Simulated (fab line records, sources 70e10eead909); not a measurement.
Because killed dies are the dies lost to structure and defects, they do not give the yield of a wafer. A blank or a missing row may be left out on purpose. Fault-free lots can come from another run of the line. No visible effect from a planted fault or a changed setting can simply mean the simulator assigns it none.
Which tool was responsible? || flow nand-harc || Sampling: 13 lots, 39 wafers, 5 of 1302 route steps

WHAT EACH GAUGE READ, for each wafer
NHARC_A_ONON_D2_THK_MEAS_21: measures by ellipsometry. Usual: thk-nm 1002 nm, standard deviation 10.
{"lot": "L523", "measured": "day 13 19:45", "on": "film-metro-01", "thk-nm (nm)": "1003 1004 1004", "flag": ""}
{"lot": "L524", "measured": "day 14 01:58", "on": "film-metro-02", "thk-nm (nm)": "1008 1008 1007", "flag": ""}
{"lot": "L525", "measured": "day 14 13:28", "on": "film-metro-01", "thk-nm (nm)": "990 992 992", "flag": ""}
{"lot": "L527", "measured": "day 15 15:34", "on": "film-metro-02", "thk-nm (nm)": "1009 1010 1010", "flag": ""}
{"lot": "L526", "measured": "day 15 15:34", "on": "film-metro-01", "thk-nm (nm)": "994 993 992", "flag": ""}
{"lot": "L528", "measured": "day 16 03:00", "on": "film-metro-01", "thk-nm (nm)": "987 985 986", "flag": ""}
{"lot": "L531", "measured": "day 17 09:13", "on": "film-metro-02", "thk-nm (nm)": "1004 1003 1004", "flag": ""}
{"lot": "L532", "measured": "day 17 09:14", "on": "film-metro-01", "thk-nm (nm)": "1004 1003 1003", "flag": ""}
{"lot": "L533", "measured": "day 17 23:00", "on": "film-metro-02", "thk-nm (nm)": "1014 1011 1012", "flag": ""}
{"lot": "L535", "measured": "day 19 02:01", "on": "film-metro-01", "thk-nm (nm)": "1586 1011 1013", "flag": "OFF"}
{"lot": "L536", "measured": "day 19 02:00", "on": "film-metro-02", "thk-nm (nm)": "988 989 990", "flag": ""}
{"lot": "L543", "measured": "day 21 21:52", "on": "film-metro-02", "thk-nm (nm)": "1005 1004 1004", "flag": ""}
{"lot": "L544", "measured": "day 22 05:23", "on": "film-metro-01", "thk-nm (nm)": "989 990 990", "flag": ""}

NHARC_A_CHANNEL_HOLE_D2_CD_MEAS_10: target cd 100 nm. Usual: cd-nm 99.7 nm, standard deviation 0.48.
{"lot": "L523", "measured": "day 14 00:45", "on": "cd-sem-03", "cd-nm (nm)": "99.4 98.9 99.9", "flag": ""}
{"lot": "L524", "measured": "day 14 06:56", "on": "cd-sem-02", "cd-nm (nm)": "100.2 99.9 100.3", "flag": ""}
{"lot": "L525", "measured": "day 14 18:33", "on": "cd-sem-02", "cd-nm (nm)": "99.3 99.7 98.9", "flag": ""}
{"lot": "L527", "measured": "day 15 21:23", "on": "cd-sem-03", "cd-nm (nm)": "99.5 100.2 99.9", "flag": ""}
{"lot": "L526", "measured": "day 15 20:24", "on": "cd-sem-03", "cd-nm (nm)": "99.9 99.6 99.5", "flag": ""}
{"lot": "L528", "measured": "day 16 07:51", "on": "cd-sem-02", "cd-nm (nm)": "99.4 98.6 98.8", "flag": ""}
{"lot": "L531", "measured": "day 17 15:32", "on": "cd-sem-01", "cd-nm (nm)": "99.8 99.7 100.0", "flag": ""}
{"lot": "L532", "measured": "day 17 16:29", "on": "cd-sem-01", "cd-nm (nm)": "99.3 99.9 99.6", "flag": ""}
{"lot": "L533", "measured": "day 18 03:50", "on": "cd-sem-01", "cd-nm (nm)": "99.2 99.0 99.3", "flag": ""}
{"lot": "L535", "measured": "day 19 08:34", "on": "cd-sem-01", "cd-nm (nm)": "100.7 100.2", "flag": ""}
{"lot": "L536", "measured": "day 19 06:59", "on": "cd-sem-02", "cd-nm (nm)": "99.6 99.8 100.0", "flag": ""}
{"lot": "L543", "measured": "day 22 06:30", "on": "cd-sem-02", "cd-nm (nm)": "100.5 99.8 100.0", "flag": ""}
{"lot": "L544", "measured": "day 22 11:32", "on": "cd-sem-02", "cd-nm (nm)": "100.4 100.6 100.1", "flag": ""}

NHARC_END_SORT_01. Usual: killed-at-array 46, standard deviation 16; killed-at-other 0.9, standard deviation 1.3; killed-at-periphery 4.1, standard deviation 3; killed-dies 51, standard deviation 17; killed-open 3.5, standard deviation 1.8; killed-short 2.5, standard deviation 1.8.
{"lot": "L535", "measured": "day 30 09:39", "on": "prober-02", "killed-at-array": "676 42 52", "killed-at-other": "0 0 1", "killed-at-periphery": "1 7 6", "killed-dies": "677 49 59", "killed-open": "3 6 2", "killed-short": "2 3 2", "flag": "OFF"}

TOOL THAT RAN EACH LOT (tool first, then ch and the chambers of the sampled wafers, then the start)
{"lot": "L523", "NHARC_A_CHANNEL_HOLE_D1_XSEM_31": "xsem-01 ch 0, day 9 15:04", "NHARC_A_ONON_D2_DEP_19": "pecvd-onon-02 ch 0, day 13 19:14"}
{"lot": "L524", "NHARC_A_CHANNEL_HOLE_D1_XSEM_31": "xsem-02 ch 0, day 10 01:28", "NHARC_A_ONON_D2_DEP_19": "pecvd-onon-02 ch 0, day 14 01:26"}
{"lot": "L525", "NHARC_A_CHANNEL_HOLE_D1_XSEM_31": "xsem-01 ch 0, day 10 10:01", "NHARC_A_ONON_D2_DEP_19": "pecvd-onon-04 ch 0, day 14 13:05"}
{"lot": "L527", "NHARC_A_CHANNEL_HOLE_D1_XSEM_31": "xsem-01 ch 0, day 11 09:47", "NHARC_A_ONON_D2_DEP_19": "pecvd-onon-02 ch 0, day 15 15:04"}
{"lot": "L526", "NHARC_A_CHANNEL_HOLE_D1_XSEM_31": "xsem-02 ch 0, day 11 11:22", "NHARC_A_ONON_D2_DEP_19": "pecvd-onon-04 ch 0, day 15 15:10"}
{"lot": "L528", "NHARC_A_CHANNEL_HOLE_D1_XSEM_31": "xsem-01 ch 0, day 11 14:07", "NHARC_A_ONON_D2_DEP_19": "pecvd-onon-02 ch 0, day 16 02:34"}
{"lot": "L531", "NHARC_A_CHANNEL_HOLE_D1_XSEM_31": "xsem-02 ch 0, day 13 07:22", "NHARC_A_ONON_D2_DEP_19": "pecvd-onon-02 ch 0, day 17 08:43"}
{"lot": "L532", "NHARC_A_CHANNEL_HOLE_D1_XSEM_31": "xsem-01 ch 0, day 13 07:54", "NHARC_A_ONON_D2_DEP_19": "pecvd-onon-04 ch 0, day 17 08:43"}
{"lot": "L533", "NHARC_A_CHANNEL_HOLE_D1_XSEM_31": "xsem-01 ch 0, day 13 14:40", "NHARC_A_ONON_D2_DEP_19": "pecvd-onon-01 ch 0, day 17 22:33"}
{"lot": "L535", "NHARC_A_CHANNEL_HOLE_D1_XSEM_31": "xsem-01 ch 0, day 15 03:03", "NHARC_A_ONON_D2_DEP_19": "pecvd-onon-04 ch 0, day 19 01:31"}
{"lot": "L536", "NHARC_A_CHANNEL_HOLE_D1_XSEM_31": "xsem-01 ch 0, day 15 07:45", "NHARC_A_ONON_D2_DEP_19": "pecvd-onon-02 ch 0, day 19 01:34"}
{"lot": "L543", "NHARC_A_CHANNEL_HOLE_D1_XSEM_31": "xsem-01 ch 0, day 17 22:26", "NHARC_A_ONON_D2_DEP_19": "pecvd-onon-01 ch 0, day 21 21:21"}
{"lot": "L544", "NHARC_A_CHANNEL_HOLE_D1_XSEM_31": "xsem-02 ch 0, day 18 06:09", "NHARC_A_ONON_D2_DEP_19": "pecvd-onon-02 ch 0, day 22 04:52"}
- NHARC_A_CHANNEL_HOLE_D1_XSEM_31
- NHARC_A_ONON_D2_DEP_19: target thk 1000 nm.

AS READ BY THE TOOLS THEMSELVES (means over the sampled wafers that have a number; for cases with no such wafer, the mark the record gives instead)
NHARC_A_CHANNEL_HOLE_D1_XSEM_31. Usual: bot-cd-nm 74.3 nm, standard deviation 1.2; bow-nm 8.61 nm, standard deviation 0.27; tilt-deg 0.07 degrees, standard deviation 0.039.
{"lot": "L523", "tool": "xsem-01", "bot-cd-nm (nm)": 74.1, "bow-nm (nm)": 8.54, "tilt-deg (degrees)": 0.05, "flag": ""}
{"lot": "L524", "tool": "xsem-02", "bot-cd-nm (nm)": 74.3, "bow-nm (nm)": 8.25, "tilt-deg (degrees)": -0.01, "flag": ""}
{"lot": "L525", "tool": "xsem-01", "bot-cd-nm (nm)": 74.5, "bow-nm (nm)": 8.70, "tilt-deg (degrees)": 0.02, "flag": ""}
{"lot": "L527", "tool": "xsem-01", "bot-cd-nm (nm)": 74.8, "bow-nm (nm)": 8.13, "tilt-deg (degrees)": 0.06, "flag": ""}
{"lot": "L526", "tool": "xsem-02", "bot-cd-nm (nm)": 74.1, "bow-nm (nm)": 9.14, "tilt-deg (degrees)": 0.07, "flag": ""}
{"lot": "L528", "tool": "xsem-01", "bot-cd-nm (nm)": 73.6, "bow-nm (nm)": 8.50, "tilt-deg (degrees)": 0.14, "flag": ""}
{"lot": "L531", "tool": "xsem-02", "bot-cd-nm (nm)": 71.5, "bow-nm (nm)": 8.78, "tilt-deg (degrees)": 0.10, "flag": ""}
{"lot": "L532", "tool": "xsem-01", "bot-cd-nm (nm)": 75.2, "bow-nm (nm)": 8.44, "tilt-deg (degrees)": 0.10, "flag": ""}
{"lot": "L533", "tool": "xsem-01", "bot-cd-nm (nm)": 74.2, "bow-nm (nm)": 8.66, "tilt-deg (degrees)": 0.06, "flag": ""}
{"lot": "L535", "tool": "xsem-01", "bot-cd-nm (nm)": 74.7, "bow-nm (nm)": 8.52, "tilt-deg (degrees)": 0.08, "flag": ""}
{"lot": "L536", "tool": "xsem-01", "bot-cd-nm (nm)": 74.1, "bow-nm (nm)": 9.15, "tilt-deg (degrees)": 0.11, "flag": ""}
{"lot": "L543", "tool": "xsem-01", "bot-cd-nm (nm)": 73.8, "bow-nm (nm)": 8.27, "tilt-deg (degrees)": 0.11, "flag": ""}
{"lot": "L544", "tool": "xsem-02", "bot-cd-nm (nm)": 76.0, "bow-nm (nm)": 8.75, "tilt-deg (degrees)": 0.10, "flag": ""}

NHARC_A_ONON_D2_DEP_19. Usual: nh3-flow-sccm 499.6 sccm, standard deviation 1.5.
{"lot": "L523", "tool": "pecvd-onon-02", "nh3-flow-sccm (sccm)": 500.0, "flag": ""}
{"lot": "L524", "tool": "pecvd-onon-02", "nh3-flow-sccm (sccm)": 499.4, "flag": ""}
{"lot": "L525", "tool": "pecvd-onon-04", "nh3-flow-sccm (sccm)": 499.9, "flag": ""}
{"lot": "L527", "tool": "pecvd-onon-02", "nh3-flow-sccm (sccm)": 499.0, "flag": ""}
{"lot": "L526", "tool": "pecvd-onon-04", "nh3-flow-sccm (sccm)": 498.9, "flag": ""}
{"lot": "L528", "tool": "pecvd-onon-02", "nh3-flow-sccm (sccm)": 500.1, "flag": ""}
{"lot": "L531", "tool": "pecvd-onon-02", "nh3-flow-sccm (sccm)": 499.7, "flag": ""}
{"lot": "L532", "tool": "pecvd-onon-04", "nh3-flow-sccm (sccm)": 501.1, "flag": ""}
{"lot": "L533", "tool": "pecvd-onon-01", "nh3-flow-sccm (sccm)": 499.7, "flag": ""}
{"lot": "L535", "tool": "pecvd-onon-04", "nh3-flow-sccm (sccm)": 497.7, "flag": ""}
{"lot": "L536", "tool": "pecvd-onon-02", "nh3-flow-sccm (sccm)": 499.4, "flag": ""}
{"lot": "L543", "tool": "pecvd-onon-01", "nh3-flow-sccm (sccm)": 499.1, "flag": ""}
{"lot": "L544", "tool": "pecvd-onon-02", "nh3-flow-sccm (sccm)": 500.4, "flag": ""}

THE ANSWER, worked out from the rows above alone
Rule: a lot is off if the mean of its wafers that have a number lies more than 3 standard deviations from the usual mean. Also off: a lot with no number at a reading for which 4 or more lots have one. Any other lot the step has rows for is counted as sound. After the gauges, taken in route order, come the tools' own readings; for these a lot's mean is taken, as printed above. At the first step where some lot is off, the reading lying furthest off is the one used; lots without a number count as furthest.
Off: L535, at NHARC_A_ONON_D2_THK_MEAS_21 (thk-nm).
A tool fits if, at a process step before that reading, it ran every lot that is off, and no sound lot after the first of them. The gauges at NHARC_A_ONON_D2_THK_MEAS_21 aren't tried: what is off there is off at NHARC_END_SORT_01 too, on other tools, and a gauge's error can't cause that. One candidate fits, namely pecvd-onon-04 at NHARC_A_ONON_D2_DEP_19. A fault onset in the window from L532 (day 17 08:43, its last sound lot) to L535 (day 19 01:31, its first lot off) fits.

WHAT THE SIMULATOR HAD PUT IN
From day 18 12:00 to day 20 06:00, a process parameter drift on pecvd-onon-04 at NHARC_A_ONON_D2_DEP_19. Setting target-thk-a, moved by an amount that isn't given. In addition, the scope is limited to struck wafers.
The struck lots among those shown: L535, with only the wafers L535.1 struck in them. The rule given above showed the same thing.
